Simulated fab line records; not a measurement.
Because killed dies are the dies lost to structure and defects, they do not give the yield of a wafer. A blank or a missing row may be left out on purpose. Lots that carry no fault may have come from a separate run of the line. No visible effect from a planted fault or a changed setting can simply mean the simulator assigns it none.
fab line records ; flow n5Finfet
record lots=12; wafers=33; lastDay=20
route steps=1938 shown BEOL_M3@992 BEOL_M4@1111 PASSIVATION@1936
lots with no fault: from the same line, run without faults
startH: hours from the record's opening day to when the first of the lot's shown wafers began ; waitH: how many hours have passed since the lot's step before this one ; " the same as in the row above ; L1.1+2: a single row standing in for several wafers ; - either no value or no given start ; * or withheld: withheld ; < > ~ a bound
route shown NAME@n: names a module that has steps shown in the file, with the first one's number in the route ; usual: the fault-free wafers' mean and standard deviation ; same: alike in all rows ; chamber/n: place in a boat ; sites: per-site readings ; _std_site: their standard deviation ; _edge_site: inner sites' mean taken away from outer sites' mean ; radiusMm: how far each site lies from the wafer's centre ; mask NAME#n: copy n ; behind: the last tool/chamber to shape the wafer ; hold: why the lot was held/for how many hours/how that ended ; device: transistor that didn't switch, given as n, p or np ; end of line: the same wafers' tests at the end of the route ; for a step that has no rows: nothing shown but its recipe ; killed: count of dies lost to structure and defects at first sort (not the wafer's yield) ; map: per-die view of a wafer (x killed, . not killed, _ where there is no die)
set.NAME: setting as actually run; set.NAME@STEP: the setting as run at that earlier step ; model.NAME: the simulator's own value behind a step, which no gauge read
route steps across a sampled set of lots; one table per step, one row per wafer
services: when a tool's chamber went out of use (startH, in hours from the record's first day, below 0 if earlier), for how many hours, and the reason
## steps
# step N5_BEOL_M3_SURFACE_TREAT_85
# recipe gas=Ar; timeS=*; ionEnergyEv=*; ionCurrentMaCm2=0.5; pressureMtorr=*; arFlowSccm=30
# usual throttleValvePct=*
lot.wafer;tool;chamber;startH;waitH;throttleValvePct
L575.3;pvdSputter-01;-;190.70;0.1;*
L575.4;pvdSputter-01;-;190.70;0.1;*
L575.5;pvdSputter-01;-;190.70;0.1;*
L577.1;pvdSputter-02;-;193.26;0.2;*
L577.3;pvdSputter-02;-;193.26;0.2;*
L577.5;pvdSputter-02;-;193.26;0.2;*
L573.2;pvdSputter-01;-;193.95;0.4;*
L573.3;pvdSputter-01;-;193.95;0.4;*
L573.4;pvdSputter-01;-;193.95;0.4;*
L574.1;pvdSputter-03;-;203.60;0.2;*
L574.4;pvdSputter-03;-;203.60;0.2;*
L574.5;pvdSputter-03;-;203.60;0.2;*
L579.2;pvdSputter-01;-;206.32;0.3;*
L579.4;pvdSputter-01;-;206.32;0.3;*
L579.6;pvdSputter-01;-;206.32;0.3;*
L578.3;pvdSputter-01;-;209.05;0.1;*
L578.4;pvdSputter-01;-;209.05;0.1;*
L578.6;pvdSputter-01;-;209.05;0.1;*
L580.2;pvdSputter-03;-;216.21;0.1;*
L580.3;pvdSputter-03;-;216.21;0.1;*
L580.5;pvdSputter-03;-;216.21;0.1;*
L582.1;pvdSputter-03;-;221.53;0.4;*
L582.2;pvdSputter-03;-;221.53;0.4;*
L582.6;pvdSputter-03;-;221.53;0.4;*
L585.3;pvdSputter-03;-;258.56;0.1;*
L583.2;pvdSputter-02;-;267.75;0.2;*
L583.4;pvdSputter-02;-;267.75;0.2;*
L595.1;pvdSputter-03;-;309.18;0.4;*
L595.2;pvdSputter-03;-;309.18;0.4;*
L595.4;pvdSputter-03;-;309.18;0.4;*
L596.3;pvdSputter-02;-;341.08;0.4;*
L596.5;pvdSputter-02;-;341.08;0.4;*
L596.6;pvdSputter-02;-;341.08;0.4;*
# step N5_BEOL_M3_CVD_47
# recipe material=Co; targetThkA=30; tempC=withheld; precursor=CCTBA/H2; pressureTorr=30; timeS=223.8
# usual runLengthS=246.6/0.62
lot.wafer;tool;chamber;startH;waitH;runLengthS
L575.3;cvdCo-01;1;190.76;0.0;245.7
L575.4;cvdCo-01;1;190.76;0.0;245.6
L575.5;cvdCo-01;0;190.76;0.0;246.8
L577.1;cvdCo-01;1;193.38;0.1;245.6
L577.3;cvdCo-01;2;193.38;0.1;246.8
L577.5;cvdCo-01;1;193.38;0.1;246.3
L573.2;cvdCo-01;1;194.08;0.1;246.2
L573.3;cvdCo-01;2;194.08;0.1;246.9
L573.4;cvdCo-01;2;194.08;0.1;246.9
L574.1;cvdCo-02;0;203.66;0.0;246.4
L574.4;cvdCo-02;2;203.66;0.0;247.2
L574.5;cvdCo-02;0;203.66;0.0;245.8
L579.2;cvdCo-02;2;206.40;0.1;246.9
L579.4;cvdCo-02;0;206.40;0.1;246.4
L579.6;cvdCo-02;1;206.40;0.1;247.2
L578.3;cvdCo-01;0;209.11;0.0;247.0
L578.4;cvdCo-01;0;209.11;0.0;247.1
L578.6;cvdCo-01;2;209.11;0.0;247.6
L580.2;cvdCo-01;2;216.50;0.3;246.7
L580.3;cvdCo-01;0;216.50;0.3;246.9
L580.5;cvdCo-01;2;216.50;0.3;246.9
L582.1;cvdCo-01;2;221.63;0.1;246.7
L582.2;cvdCo-01;1;221.63;0.1;244.1
L582.6;cvdCo-01;1;221.63;0.1;244.0
L585.3;cvdCo-01;0;258.69;0.1;247.1
L583.2;cvdCo-02;2;267.83;0.1;246.9
L583.4;cvdCo-02;2;267.83;0.1;247.4
L595.1;cvdCo-02;1;309.47;0.3;246.7
L595.2;cvdCo-02;0;309.47;0.3;245.5
L595.4;cvdCo-02;1;309.47;0.3;247.1
L596.3;cvdCo-02;1;341.33;0.2;246.9
L596.5;cvdCo-02;2;341.33;0.2;246.9
L596.6;cvdCo-02;1;341.33;0.2;247.4
# step N5_BEOL_M3_ANNEAL_80
# recipe tempC=400; timeS=240; ambient=vacuum
# usual heaterPowerW=837/110
lot.wafer;tool;chamber;startH;waitH;heaterPowerW
L575.3;pvdSputter-01;-;191.23;0.0;713
L575.4;pvdSputter-01;-;191.23;0.0;869
L575.5;pvdSputter-01;-;191.23;0.0;703
L577.1;pvdSputter-02;-;194.00;0.0;795
L577.3;pvdSputter-02;-;194.00;0.0;760
L577.5;pvdSputter-02;-;194.00;0.0;856
L573.2;pvdSputter-03;-;195.68;0.0;1049
L573.3;pvdSputter-03;-;195.68;0.0;716
L573.4;pvdSputter-03;-;195.68;0.0;784
L574.1;pvdSputter-03;-;204.20;0.0;692
L574.4;pvdSputter-03;-;204.20;0.0;786
L574.5;pvdSputter-03;-;204.20;0.0;789
L579.2;pvdSputter-01;-;207.18;0.0;810
L579.4;pvdSputter-01;-;207.18;0.0;869
L579.6;pvdSputter-01;-;207.18;0.0;711
L578.3;pvdSputter-01;-;209.60;0.0;794
L578.4;pvdSputter-01;-;209.60;0.0;889
L578.6;pvdSputter-01;-;209.60;0.0;800
L580.2;pvdSputter-01;-;218.31;0.0;818
L580.3;pvdSputter-01;-;218.31;0.0;726
L580.5;pvdSputter-01;-;218.31;0.0;790
L582.1;pvdSputter-03;-;222.19;0.0;828
L582.2;pvdSputter-03;-;222.19;0.0;1069
L582.6;pvdSputter-03;-;222.19;0.0;806
L585.3;pvdSputter-03;-;259.18;0.0;1066
L583.2;pvdSputter-02;-;268.29;0.0;800
L583.4;pvdSputter-02;-;268.29;0.0;1086
L595.1;pvdSputter-02;-;311.05;0.0;877
L595.2;pvdSputter-02;-;311.05;0.0;1079
L595.4;pvdSputter-02;-;311.05;0.0;792
L596.3;pvdSputter-01;-;341.93;0.0;732
L596.5;pvdSputter-01;-;341.93;0.0;780
L596.6;pvdSputter-01;-;341.93;0.0;814
# step N5_BEOL_M3_ANNEAL_82
# recipe tempC=400; timeS=240; ambient=vacuum
# usual heaterPowerW=841/110
lot.wafer;tool;chamber;startH;waitH;heaterPowerW
L575.3;pvdSputter-01;-;191.45;0.0;741
L575.4;pvdSputter-01;-;191.45;0.0;871
L575.5;pvdSputter-01;-;191.45;0.0;711
L577.1;pvdSputter-02;-;194.22;0.0;801
L577.3;pvdSputter-02;-;194.22;0.0;747
L577.5;pvdSputter-02;-;194.22;0.0;919
L573.2;pvdSputter-03;-;195.90;0.0;1100
L573.3;pvdSputter-03;-;195.90;0.0;669
L573.4;pvdSputter-03;-;195.90;0.0;795
L574.1;pvdSputter-03;-;204.42;0.0;693
L574.4;pvdSputter-03;-;204.42;0.0;794
L574.5;pvdSputter-03;-;204.42;0.0;812
L579.2;pvdSputter-01;-;207.40;0.0;794
L579.4;pvdSputter-01;-;207.40;0.0;866
L579.6;pvdSputter-01;-;207.40;0.0;721
L578.3;pvdSputter-01;-;209.82;0.0;797
L578.4;pvdSputter-01;-;209.82;0.0;890
L578.6;pvdSputter-01;-;209.82;0.0;793
L580.2;pvdSputter-01;-;218.53;0.0;818
L580.3;pvdSputter-01;-;218.53;0.0;722
L580.5;pvdSputter-01;-;218.53;0.0;806
L582.1;pvdSputter-03;-;222.41;0.0;832
L582.2;pvdSputter-03;-;222.41;0.0;1061
L582.6;pvdSputter-03;-;222.41;0.0;807
L585.3;pvdSputter-03;-;259.40;0.0;1073
L583.2;pvdSputter-02;-;268.51;0.0;811
L583.4;pvdSputter-02;-;268.51;0.0;1082
L595.1;pvdSputter-02;-;311.27;0.0;899
L595.2;pvdSputter-02;-;311.27;0.0;1095
L595.4;pvdSputter-02;-;311.27;0.0;797
L596.3;pvdSputter-01;-;342.15;0.0;719
L596.5;pvdSputter-01;-;342.15;0.0;793
L596.6;pvdSputter-01;-;342.15;0.0;792
# step N5_BEOL_M4_RC_MEAS_101
# usual DIBL_N=36.3/1.6; DIBL_P=36.4/2.1; IOFF_N=0.16/0.032; IOFF_P=0.22/0.044; ION_N=675/12; ION_P=463/8.3; SS_N=71.6/0.64; SS_P=73.3/0.67; VT_N=250/3.3; VT_P=-250/3.7
lot.wafer;tool;chamber;startH;waitH;DIBL_N[mV/V];DIBL_P[mV/V];IOFF_N[nA/um];IOFF_P[nA/um];ION_N[uA/um];ION_P[uA/um];SS_N[mV/dec];SS_P[mV/dec];VT_N[mV];VT_P[mV]
L575.3;prober-01;0;209.26;0.3;37.6;38.7;0.17;0.21;675;462;72.0;73.9;248;-250
L575.4;prober-01;0;209.26;0.3;35.8;35.3;0.13;0.16;672;452;71.6;72.1;252;-256
L575.5;prober-01;0;209.26;0.3;35.0;35.0;0.12;0.16;666;455;70.9;72.7;252;-255
L577.1;prober-01;0;218.98;0.0;36.7;36.5;0.17;0.22;675;470;71.0;73.9;248;-249
L577.3;prober-01;0;218.98;0.0;36.5;36.4;0.16;0.20;664;455;71.4;72.9;251;-251
L577.5;prober-01;0;218.98;0.0;37.5;37.5;0.18;0.22;682;469;72.1;74.1;248;-248
L573.2;prober-01;0;221.38;0.2;33.9;34.4;0.12;0.18;664;454;70.7;72.0;254;-252
L573.3;prober-01;0;221.38;0.2;35.8;36.6;0.16;0.21;683;466;71.1;72.7;250;-253
L573.4;prober-01;0;221.38;0.2;33.8;33.3;0.12;0.17;663;460;71.6;72.3;252;-254
L574.1;prober-01;0;227.39;0.0;33.7;33.5;0.13;0.19;671;471;71.2;72.6;252;-249
L574.4;prober-01;0;227.39;0.0;33.8;33.5;0.12;0.19;659;464;71.0;73.0;254;-249
L574.5;prober-01;0;227.39;0.0;35.0;35.4;0.15;0.22;664;463;71.5;72.8;250;-251
L579.2;prober-01;0;231.91;0.2;35.5;36.4;0.16;0.22;679;465;71.4;73.5;248;-251
L579.4;prober-01;0;231.91;0.2;35.7;36.0;0.15;0.21;668;457;71.8;72.9;251;-248
L579.6;prober-01;0;231.91;0.2;34.7;34.5;0.13;0.18;663;451;71.7;73.5;253;-250
L578.3;prober-02;0;232.50;0.3;36.3;35.5;0.15;0.19;674;463;70.6;73.7;251;-251
L578.4;prober-02;0;232.50;0.3;35.1;33.6;0.13;0.17;667;462;70.5;73.0;250;-252
L578.6;prober-02;0;232.50;0.3;37.4;36.4;0.18;0.21;694;471;71.2;72.5;246;-254
L580.2;prober-01;0;252.46;0.2;36.8;38.9;0.19;0.26;690;472;71.3;74.1;249;-248
L580.3;prober-01;0;252.46;0.2;36.9;38.7;0.19;0.26;682;471;71.8;73.6;249;-248
L580.5;prober-01;0;252.46;0.2;37.2;40.1;0.20;0.29;697;486;71.9;74.9;247;-245
L582.1;prober-02;0;257.00;0.0;35.4;35.7;0.15;0.18;665;457;71.2;72.8;251;-254
L582.2;prober-02;0;257.00;0.0;37.9;38.7;0.21;0.23;697;468;71.7;74.1;246;-250
L582.6;prober-02;0;257.00;0.0;36.7;37.3;0.18;0.20;674;454;71.2;73.0;249;-251
L585.3;prober-01;0;279.70;0.3;36.7;35.7;0.15;0.19;681;456;71.4;72.4;250;-252
L583.2;prober-01;0;284.45;0.2;37.5;36.6;0.17;0.23;674;463;71.9;73.4;247;-249
L583.4;prober-01;0;284.45;0.2;38.0;38.8;0.20;0.28;689;475;71.8;73.5;246;-247
L595.1;prober-02;0;354.48;0.0;35.4;36.1;0.13;0.16;665;456;71.8;72.6;254;-253
L595.2;prober-02;0;354.48;0.0;34.7;35.6;0.13;0.16;662;456;71.1;73.2;252;-256
L595.4;prober-02;0;354.48;0.0;40.7;41.8;0.24;0.26;697;463;73.0;74.2;245;-247
L596.3;prober-01;0;381.41;0.3;35.7;34.9;0.15;0.21;665;459;71.9;72.9;250;-250
L596.5;prober-01;0;381.41;0.3;37.1;36.6;0.17;0.23;670;462;72.6;73.0;248;-248
L596.6;prober-01;0;381.41;0.3;35.8;35.0;0.15;0.21;680;463;72.4;72.9;253;-251
# step N5_PASSIVATION_PROBE_49
# usual defectLimitedYield=91.4/1.2; killed_at_M0_to_M3=35/11; killed_at_M4_up=14/6; killedAtContacts=12/6.7; killedAtFrontEnd=37/9.7; killedAtOther=3.5/2.5; killedDies=102/15; killedOpen=67/12; killedShort=33/7.3; sort_bin_5_function=5.1/0.81; sort_bin_6_memory=3.2/0.65; sortNPass=1078/15; sortYieldPct=91.4/1.2
# same grossDies=1180; killedAtBackSide=0; sort_bin_4_leakage[%]=0; sort_bin_8_speed[%]=0
lot.wafer;tool;chamber;startH;waitH;defectLimitedYield[%];killed_at_M0_to_M3;killed_at_M4_up;killedAtContacts;killedAtFrontEnd;killedAtOther;killedDies;killedOpen;killedShort;sort_bin_5_function[%];sort_bin_6_memory[%];sortNPass;sortYieldPct[%]
L575.3;prober-01;-;318.45;0.1;91.3;49;11;7;35;1;103;64;37;5.2;3.2;1077;91.3
L575.4;prober-01;-;318.50;0.2;91.3;29;16;17;41;0;103;67;35;5.2;3.3;1077;91.3
L575.5;prober-01;-;318.55;0.2;90.0;33;14;7;57;7;118;82;36;5.6;4.2;1062;90.0
L577.1;prober-01;-;342.96;0.0;91.9;11;10;40;30;5;96;76;20;4.7;3.4;1084;91.9
L577.3;prober-01;-;343.06;0.1;92.1;20;15;16;38;4;93;68;25;5.2;2.5;1087;92.1
L577.5;prober-01;-;343.16;0.2;92.3;7;17;15;45;7;91;61;28;3.9;3.6;1089;92.3
L573.2;prober-02;-;343.94;0.1;91.7;25;36;11;25;1;98;68;26;4.2;3.8;1082;91.7
L573.3;prober-02;-;343.99;0.1;93.8;21;21;8;20;3;73;46;23;3.8;1.8;1107;93.8
L573.4;prober-02;-;344.04;0.2;91.2;53;13;16;19;3;104;66;36;5.2;3.3;1076;91.2
L578.3;prober-01;-;345.56;0.1;90.6;38;13;8;47;5;111;70;40;5.0;4.1;1069;90.6
L578.4;prober-01;-;345.61;0.2;90.5;47;3;3;53;6;112;68;44;5.2;3.5;1068;90.5
L578.6;prober-01;-;345.71;0.3;92.1;24;13;6;41;9;93;56;35;4.8;3.1;1087;92.1
L579.2;prober-01;-;354.99;0.1;90.8;34;18;5;47;5;109;77;32;5.5;3.7;1071;90.8
L579.4;prober-01;-;355.09;0.2;91.7;32;11;14;39;2;98;73;24;5.1;3.0;1082;91.7
L579.6;prober-01;-;355.19;0.3;91.9;33;22;4;36;1;96;63;31;4.6;3.1;1084;91.9
L574.1;prober-01;-;356.70;0.0;90.8;19;10;14;60;6;109;58;48;5.5;3.6;1071;90.8
L574.4;prober-01;-;356.85;0.2;92.4;30;11;19;25;5;90;58;32;4.3;3.1;1090;92.4
L574.5;prober-01;-;356.90;0.2;92.3;23;9;13;39;7;91;62;29;4.4;3.0;1089;92.3
L580.2;prober-01;-;359.78;0.1;90.2;46;13;15;38;4;116;75;40;6.1;3.1;1064;90.2
L580.3;prober-01;-;359.83;0.1;91.4;35;13;15;38;1;102;60;42;5.5;2.5;1078;91.4
L580.5;prober-01;-;359.93;0.2;93.5;23;10;2;35;7;77;49;28;3.9;2.5;1103;93.5
L582.1;prober-02;-;360.54;0.0;92.7;38;8;23;15;2;86;55;30;4.0;3.0;1094;92.7
L582.2;prober-02;-;360.59;0.1;91.0;32;25;14;31;4;106;72;33;5.9;2.7;1074;91.0
L582.6;prober-02;-;360.79;0.3;90.2;36;13;26;37;4;116;78;34;6.3;3.0;1064;90.2
L585.3;prober-02;-;381.64;0.4;90.8;35;23;14;26;10;108;78;29;5.3;3.5;1072;90.8
L583.2;prober-02;-;390.24;0.1;92.0;34;7;10;38;5;94;63;31;4.7;3.1;1086;92.0
L583.4;prober-02;-;390.34;0.2;91.4;38;14;5;39;5;101;58;43;4.7;3.5;1079;91.4
L595.1;prober-01;-;463.58;0.0;92.6;38;17;2;26;4;87;56;31;4.8;2.3;1093;92.6
L595.2;prober-01;-;463.63;0.1;90.6;60;9;5;33;4;111;77;34;5.0;4.0;1069;90.6
L595.4;prober-01;-;463.73;0.2;93.6;34;12;6;22;2;76;52;23;3.5;2.8;1104;93.6
L596.3;prober-02;-;476.05;0.1;90.5;35;15;10;51;1;112;79;30;5.1;4.1;1068;90.5
L596.5;prober-02;-;476.15;0.2;91.9;29;11;10;44;1;95;60;33;4.9;3.0;1085;91.9
L596.6;prober-02;-;476.20;0.3;90.2;40;11;18;45;2;116;82;33;5.8;3.8;1064;90.2
# killed by level:class
L575.3 BEOL_M0_SAQP:geometricParticle:short=11 BEOL_M1:geometricParticle:open=11 BEOL_M3:geometricParticle:open=8 BEOL_M0_SAQP:geometricParticle:open=7 GATE_CUT:geometricParticle:short=6 MOL_CONTACT_COAG:geometricParticle:open=6 FIN_SAQP:geometricParticle:open=5 STI_FIN_REVEAL:geometricParticle:open=5
L575.4 MOL_CONTACT_COAG:geometricParticle:open=14 FIN_SAQP:geometricParticle:short=13 BEOL_M1:geometricParticle:open=10 BEOL_M3:geometricParticle:open=10 BEOL_M4:geometricParticle:open=9 FIN_SAQP:geometricParticle:open=4 STARTING-WAFER:geometricParticle:open=4 FIN_CUT:geometricParticle:short=4
L575.5 FIN_SAQP:geometricParticle:short=12 FIN_SAQP:geometricParticle:open=12 BEOL_M0_SAQP:geometricParticle:open=10 BEOL_M1:geometricParticle:open=10 STI_FIN_REVEAL:geometricParticle:open=7 MOL_CONTACT_COAG:geometricParticle:open=7 BEOL_M0_SAQP:geometricParticle:short=7 BEOL_M4:geometricParticle:open=6
L577.1 MOL_CONTACT_COAG:geometricParticle:open=37 FIN_SAQP:geometricParticle:open=6 STARTING-WAFER:geometricParticle:open=5 FIN_SAQP:geometricParticle:short=4 DUMMY_GATE:geometricParticle:open=4 STI_FIN_REVEAL:geometricParticle:open=3 MOL_CONTACT_COAG:geometricParticle:short=3 BEOL_M4:geometricParticle:open=3
L577.3 FIN_SAQP:geometricParticle:open=17 MOL_CONTACT_COAG:geometricParticle:open=13 STI_FIN_REVEAL:geometricParticle:open=8 FIN_SAQP:geometricParticle:short=6 BEOL_M2:geometricParticle:open=6 BEOL_M1:geometricParticle:open=4 MOL_CONTACT_COAG:geometricParticle:short=3 BEOL_M0_SAQP:geometricParticle:short=3
L577.5 MOL_CONTACT_COAG:geometricParticle:open=12 STI_FIN_REVEAL:geometricParticle:open=11 FIN_SAQP:geometricParticle:open=8 BEOL_M4:geometricParticle:open=6 FIN_SAQP:geometricParticle:short=5 GATE_CUT:geometricParticle:short=5 STARTING-WAFER:geometricParticle:short=5 DUMMY_GATE:geometricParticle:open=4
L573.2 BEOL_M4:geometricParticle:open=18 MOL_CONTACT_COAG:geometricParticle:open=10 STI_FIN_REVEAL:geometricParticle:open=9 BEOL_M0_SAQP:geometricParticle:short=6 BEOL_M0_SAQP:geometricParticle:open=6 BEOL_M4:geometricParticle:short=6 BEOL_M2:geometricParticle:open=5 BEOL_M3:geometricParticle:open=5
L573.3 BEOL_M4:geometricParticle:open=10 BEOL_M0_SAQP:geometricParticle:short=6 BEOL_M0_SAQP:geometricParticle:open=6 STI_FIN_REVEAL:geometricParticle:open=5 MOL_CONTACT_COAG:geometricParticle:short=4 MOL_CONTACT_COAG:geometricParticle:open=4 STI_FIN_REVEAL:geometricParticle:short=3 BEOL_M2:geometricParticle:open=3
L573.4 BEOL_M0_SAQP:geometricParticle:short=16 MOL_CONTACT_COAG:geometricParticle:open=12 BEOL_M2:geometricParticle:open=12 BEOL_M0_SAQP:geometricParticle:open=11 BEOL_M4:geometricParticle:open=6 DUMMY_GATE:geometricParticle:open=5 BEOL_M1:geometricParticle:open=5 MOL_CONTACT_COAG:geometricParticle:short=4
L578.3 FIN_SAQP:geometricParticle:open=10 STI_FIN_REVEAL:geometricParticle:open=10 BEOL_M2:geometricParticle:open=10 MOL_CONTACT_COAG:geometricParticle:open=7 BEOL_M0_SAQP:geometricParticle:open=6 BEOL_M3:geometricParticle:open=6 BEOL_M4:geometricParticle:short=5 FIN_SAQP:geometricParticle:short=4
L578.4 STI_FIN_REVEAL:geometricParticle:open=20 BEOL_M0_SAQP:geometricParticle:open=11 BEOL_M0_SAQP:geometricParticle:short=10 FIN_SAQP:geometricParticle:open=9 BEOL_M3:geometricParticle:open=9 BEOL_M3:geometricParticle:short=7 FIN_SAQP:geometricParticle:short=6 BEOL_M2:geometricParticle:open=5
L578.6 STI_FIN_REVEAL:geometricParticle:open=9 FIN_SAQP:geometricParticle:open=8 BEOL_M0_SAQP:geometricParticle:short=8 FIN_SAQP:geometricParticle:short=7 MOL_CONTACT_COAG:geometricParticle:open=5 BEOL_M2:geometricParticle:open=5 BEOL_M3:geometricParticle:open=5 STI_FIN_REVEAL:geometricParticle:short=4
L579.2 FIN_SAQP:geometricParticle:open=15 BEOL_M4:geometricParticle:open=12 STI_FIN_REVEAL:geometricParticle:open=11 FIN_SAQP:geometricParticle:short=8 BEOL_M3:geometricParticle:open=8 BEOL_M0_SAQP:geometricParticle:short=7 GATE_CUT:geometricParticle:short=5 MOL_CONTACT_COAG:geometricParticle:open=5
L579.4 MOL_CONTACT_COAG:geometricParticle:open=13 BEOL_M3:geometricParticle:open=11 DUMMY_GATE:geometricParticle:open=7 BEOL_M0_SAQP:geometricParticle:open=7 STARTING-WAFER:geometricParticle:open=7 BEOL_M4:geometricParticle:open=5 FIN_SAQP:geometricParticle:open=4 GATE_CUT:geometricParticle:short=4
L579.6 BEOL_M4:geometricParticle:open=14 BEOL_M0_SAQP:geometricParticle:open=13 BEOL_M0_SAQP:geometricParticle:short=12 STI_FIN_REVEAL:geometricParticle:open=8 FIN_SAQP:geometricParticle:open=5 GATE_CUT:geometricParticle:short=5 FIN_SAQP:geometricParticle:short=4 MOL_CONTACT_COAG:geometricParticle:open=4
L574.1 FIN_SAQP:geometricParticle:short=24 FIN_SAQP:geometricParticle:open=14 MOL_CONTACT_COAG:geometricParticle:open=12 GATE_CUT:geometricParticle:short=5 BEOL_M0_SAQP:geometricParticle:open=5 BEOL_M3:geometricParticle:open=4 STI_FIN_REVEAL:geometricParticle:open=3 BEOL_M2:geometricParticle:open=3
L574.4 MOL_CONTACT_COAG:geometricParticle:open=15 STI_FIN_REVEAL:geometricParticle:open=8 BEOL_M2:geometricParticle:open=6 FIN_SAQP:geometricParticle:open=5 BEOL_M0_SAQP:geometricParticle:open=5 FIN_SAQP:geometricParticle:short=4 MOL_CONTACT_COAG:geometricParticle:short=4 BEOL_M1:geometricParticle:short=4
L574.5 MOL_CONTACT_COAG:geometricParticle:open=11 FIN_SAQP:geometricParticle:open=9 FIN_SAQP:geometricParticle:short=8 BEOL_M2:geometricParticle:open=7 STI_FIN_REVEAL:geometricParticle:open=6 BEOL_M1:geometricParticle:open=6 BEOL_M1:geometricParticle:short=4 STARTING-WAFER:geometricParticle:open=4
L580.2 MOL_CONTACT_COAG:geometricParticle:open=14 FIN_SAQP:geometricParticle:open=11 BEOL_M0_SAQP:geometricParticle:short=11 BEOL_M0_SAQP:geometricParticle:open=10 FIN_SAQP:geometricParticle:short=8 BEOL_M1:geometricParticle:short=7 BEOL_M4:geometricParticle:open=7 BEOL_M1:geometricParticle:open=6
L580.3 MOL_CONTACT_COAG:geometricParticle:open=11 FIN_SAQP:geometricParticle:short=9 BEOL_M0_SAQP:geometricParticle:short=8 DUMMY_GATE:geometricParticle:open=7 BEOL_M1:geometricParticle:open=7 GATE_CUT:geometricParticle:short=6 BEOL_M2:geometricParticle:open=6 GATE_CUT:geometricParticle:open=5
L580.5 FIN_SAQP:geometricParticle:open=11 GATE_CUT:geometricParticle:short=9 BEOL_M2:geometricParticle:open=6 BEOL_M0_SAQP:geometricParticle:open=5 STI_FIN_REVEAL:geometricParticle:open=3 DUMMY_GATE:geometricParticle:open=3 BEOL_M1:geometricParticle:open=3 BEOL_M4:geometricParticle:open=3
L582.1 BEOL_M2:geometricParticle:open=21 MOL_CONTACT_COAG:geometricParticle:open=16 MOL_CONTACT_COAG:geometricParticle:short=7 STI_FIN_REVEAL:geometricParticle:open=5 BEOL_M0_SAQP:geometricParticle:short=5 GATE_CUT:geometricParticle:short=4 BEOL_M2:geometricParticle:short=4 BEOL_M3:geometricParticle:open=3
L582.2 BEOL_M4:geometricParticle:open=14 STI_FIN_REVEAL:geometricParticle:open=11 BEOL_M2:geometricParticle:open=10 MOL_CONTACT_COAG:geometricParticle:short=9 BEOL_M3:geometricParticle:open=9 FIN_SAQP:geometricParticle:short=5 MOL_CONTACT_COAG:geometricParticle:open=5 STARTING-WAFER:geometricParticle:short=4
L582.6 MOL_CONTACT_COAG:geometricParticle:open=17 STI_FIN_REVEAL:geometricParticle:open=9 BEOL_M2:geometricParticle:open=9 BEOL_M3:geometricParticle:open=8 MOL_CONTACT_COAG:geometricParticle:short=7 DUMMY_GATE:geometricParticle:open=6 BEOL_M4:geometricParticle:open=6 BEOL_M0_SAQP:geometricParticle:short=5
L585.3 BEOL_M4:geometricParticle:open=15 BEOL_M3:geometricParticle:open=14 STI_FIN_REVEAL:geometricParticle:open=11 MOL_CONTACT_COAG:geometricParticle:open=10 BEOL_M0_SAQP:geometricParticle:open=6 BEOL_M1:geometricParticle:open=5 PASS1_CAP:geometricParticle:short=5 FIN_SAQP:geometricParticle:open=4
L583.2 BEOL_M3:geometricParticle:open=12 STI_FIN_REVEAL:geometricParticle:open=9 MOL_CONTACT_COAG:geometricParticle:open=9 FIN_SAQP:geometricParticle:short=8 FIN_SAQP:geometricParticle:open=6 BEOL_M1:geometricParticle:open=6 DUMMY_GATE:geometricParticle:open=3 GATE_CUT:geometricParticle:short=3
L583.4 BEOL_M0_SAQP:geometricParticle:short=12 BEOL_M3:geometricParticle:open=10 GATE_CUT:geometricParticle:open=7 BEOL_M0_SAQP:geometricParticle:open=7 FIN_SAQP:geometricParticle:short=6 FIN_SAQP:geometricParticle:open=4 STI_FIN_REVEAL:geometricParticle:open=4 GATE_CUT:geometricParticle:short=4
L595.1 BEOL_M3:geometricParticle:open=8 FIN_SAQP:geometricParticle:short=6 BEOL_M1:geometricParticle:open=6 BEOL_M0:geometricParticle:open=5 BEOL_M2:geometricParticle:open=5 BEOL_M8:geometricParticle:open=5 STI_FIN_REVEAL:geometricParticle:open=4 DUMMY_GATE:geometricParticle:open=4
L595.2 BEOL_M3:geometricParticle:open=17 BEOL_M2:geometricParticle:open=13 FIN_SAQP:geometricParticle:open=11 BEOL_M0_SAQP:geometricParticle:short=11 FIN_SAQP:geometricParticle:short=5 MOL_CONTACT_COAG:geometricParticle:open=5 BEOL_M0_SAQP:geometricParticle:open=5 BEOL_M0:geometricParticle:open=4
L595.4 BEOL_M2:geometricParticle:open=9 BEOL_M4:geometricParticle:open=7 MOL_CONTACT_COAG:geometricParticle:open=6 BEOL_M0_SAQP:geometricParticle:open=6 BEOL_M0_SAQP:geometricParticle:short=4 BEOL_M0:geometricParticle:open=4 STARTING-WAFER:geometricParticle:short=4 FIN_SAQP:geometricParticle:short=3
L596.3 STI_FIN_REVEAL:geometricParticle:open=19 BEOL_M1:geometricParticle:open=12 MOL_CONTACT_COAG:geometricParticle:open=10 STI_FIN_REVEAL:geometricParticle:short=7 BEOL_M2:geometricParticle:open=7 FIN_SAQP:geometricParticle:open=6 BEOL_M4:geometricParticle:open=5 FIN_SAQP:geometricParticle:short=4
L596.5 BEOL_M2:geometricParticle:open=13 FIN_SAQP:geometricParticle:short=10 STI_FIN_REVEAL:geometricParticle:open=10 MOL_CONTACT_COAG:geometricParticle:open=6 FIN_SAQP:geometricParticle:open=5 DUMMY_GATE:geometricParticle:open=5 MOL_CONTACT_COAG:geometricParticle:short=4 BEOL_M3:geometricParticle:open=3
L596.6 BEOL_M0_SAQP:geometricParticle:open=19 MOL_CONTACT_COAG:geometricParticle:open=15 FIN_SAQP:geometricParticle:open=8 STI_FIN_REVEAL:geometricParticle:open=8 BEOL_M0_SAQP:geometricParticle:short=7 BEOL_M1:geometricParticle:open=6 BEOL_M4:geometricParticle:open=6 FIN_SAQP:geometricParticle:short=4
## services
tool;chamber;startH;hours;kind
cvdCo-02;-;209.89;6.7;repair
cvdCo-02;-;216.64;2.8;pm
cvdCo-01;1;333.33;-;clean
cvdCo-01;1;333.33;22.0;scheduledDown
cvdCo-01;1;333.33;22.0;ventCycle
## key
firstSign step=N5_BEOL_M3_CVD_47; reading=runLengthS; direction=down; sigmas=4.2; usual=*; struck=*
effect none on later readings
metAt N5_BEOL_M3_CVD_47
struckLots L582
struckWafers L582.2,L582.6
notActingAt N5_BEOL_M3_SURFACE_TREAT_85,N5_BEOL_M3_ANNEAL_80,N5_BEOL_M3_ANNEAL_82
onsetBetween 194.08 221.63
fault kind=processParameterDrift; tool=cvdCo-01; chamber=1; onsetH=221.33; steps=N5_BEOL_M3_CVD_47; channel=timeS; offset=*; shape=step; endH=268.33; actsIn=*; stated=*
